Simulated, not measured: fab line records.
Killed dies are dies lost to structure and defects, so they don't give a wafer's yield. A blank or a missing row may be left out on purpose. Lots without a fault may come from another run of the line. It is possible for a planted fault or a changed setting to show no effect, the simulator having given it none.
Split-lot study + flow n5_finfet + on a route of 1938 steps: 7 lots, 21 wafers read

== ON THE SPLIT ==
At N5_BEOL_M5_COAT_05 (resist thk 30 nm), the setting spin_rpm was moved away from the recipe's 1500 rpm on 8 of the 21 wafers read, by -9.5% to +6.9%. This setting was run at the recipe's value on the other wafers.

== FROM THE SPLIT TO THE READING: what the file shows between them, 2 steps ==
- N5_BEOL_M5_EBR_07
- N5_BEOL_M5_SOFTBAKE_06: time 60 s

== THE READING ==
CAR-EUV_of_BEOL_M5_COAT_05.thk_nm (the simulator's own value, which no gauge read), in nm, at N5_BEOL_M5_DESCUM_16 (chemistry O2, time 7 s). The file gives no usual value for it. Average 26.1 nm, standard deviation 0.097 nm, over the 13 wafers here run with the recipe.

| wafer  | tool, chamber at the split | spin_rpm as run, rpm | against the recipe | CAR-EUV_of_BEOL_M5_COAT_05.thk_nm, nm | against lot-mates on the recipe |
|--------|----------------------------|----------------------|--------------------|---------------------------------------|---------------------------------|
| L074.1 | litho_track-03, 0          | 1500                 | recipe             | 26                                    | -                               |
| L074.5 | litho_track-03, 0          | 1500                 | recipe             | 26                                    | -                               |
| L074.3 | litho_track-03, 0          | 1581                 | +5.4%              | 25.2                                  | -0.8                            |
| L078.1 | litho_track-04, 0          | 1357                 | -9.5%              | 27.8                                  | +1.6                            |
| L078.2 | litho_track-04, 0          | 1500                 | recipe             | 26.2                                  | -                               |
| L078.5 | litho_track-04, 0          | 1500                 | recipe             | 26.2                                  | -                               |
| L080.1 | litho_track-01, 0          | 1500                 | recipe             | 26.2                                  | -                               |
| L080.3 | litho_track-01, 0          | 1500                 | recipe             | 26.2                                  | -                               |
| L080.4 | litho_track-01, 0          | 1500                 | recipe             | 26.2                                  | -                               |
| L086.1 | litho_track-04, 0          | 1604                 | +6.9%              | 25.2                                  | -1.0                            |
| L086.3 | litho_track-04, 0          | 1604                 | +6.9%              | 25.2                                  | -1.0                            |
| L086.4 | litho_track-04, 0          | 1500                 | recipe             | 26.2                                  | -                               |
| L087.1 | litho_track-03, 0          | 1500                 | recipe             | 26.2                                  | -                               |
| L087.2 | litho_track-03, 0          | 1500                 | recipe             | 26                                    | -                               |
| L087.3 | litho_track-03, 0          | 1500                 | recipe             | 26                                    | -                               |
| L088.1 | litho_track-03, 0          | 1569                 | +4.6%              | 25.4                                  | -0.6                            |
| L088.3 | litho_track-03, 0          | 1569                 | +4.6%              | 25.4                                  | -0.6                            |
| L088.2 | litho_track-03, 0          | 1500                 | recipe             | 26                                    | -                               |
| L096.2 | litho_track-01, 0          | 1562                 | +4.1%              | 25.6                                  | -0.6                            |
| L096.3 | litho_track-01, 0          | 1562                 | +4.1%              | 25.6                                  | -0.6                            |
| L096.6 | litho_track-01, 0          | 1500                 | recipe             | 26.2                                  | -                               |

FIT RESULTS
A straight line over all 21 wafers: CAR-EUV_of_BEOL_M5_COAT_05.thk_nm changes by -0.156 nm for each +1% of spin_rpm; r = -0.98; the points scatter about the line by 0.11 nm.
The same after taking each lot's own level away (the mean of its wafers on the recipe; 21 wafers): -0.152 nm for each +1%; r = -0.99; scatter 0.058 nm.
According to that fit, moving spin_rpm by its largest amount changes the reading by 1.5 nm.
From 26.00 to 26.20 nm: that is the span of the lots' own levels, equal to 2.1 times the standard deviation above.
Hence the lot-to-lot level has little effect on the slope; both slopes agree.
Check: with one of the wafers moved furthest among these (-9.5%) left out of the fit, the line predicts +1.36 nm for it against its lot-mates. Against them it came out at +1.6 nm.

== THE OTHER SPLITS THESE WAFERS WENT THROUGH ==
Note: prior to the reading, these wafers also went through further splits. Each is held against what the fit with the lots' levels taken away leaves over:
| other split on the same wafers | wafers away from the commonest value | r with CAR-EUV_of_BEOL_M5_COAT_05.thk_nm (lot level and that fit taken away) |
|--------------------------------|--------------------------------------|------------------------------------------------------------------------------|
| N5_BEOL_M4_COAT_22 spin_rpm    | 8                                    | +0.22                                                                        |

== THE WHOLE CHAIN: every reading that the file lists as answering this split, in the file's order ==
| step                 | what it does           | reading                                                                            | change (the file's fit)               | r (the file's) |
|----------------------|------------------------|------------------------------------------------------------------------------------|---------------------------------------|----------------|
| N5_BEOL_M5_COAT_05   | resist thk 30 nm       | CAR-EUV_of_BEOL_M5_COAT_05.thk_nm (the simulator's own value, which no gauge read) | -0.159 nm for each +1% of the setting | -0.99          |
| N5_BEOL_M5_DESCUM_16 | chemistry O2, time 7 s | CAR-EUV_of_BEOL_M5_COAT_05.thk_nm (the simulator's own value, which no gauge read) | -0.154 nm for each +1% of the setting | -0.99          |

== THE FILE'S OWN FIT ==
CAR-EUV_of_BEOL_M5_COAT_05.thk_nm changes by -0.154 nm for each +1% of spin_rpm, r = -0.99.
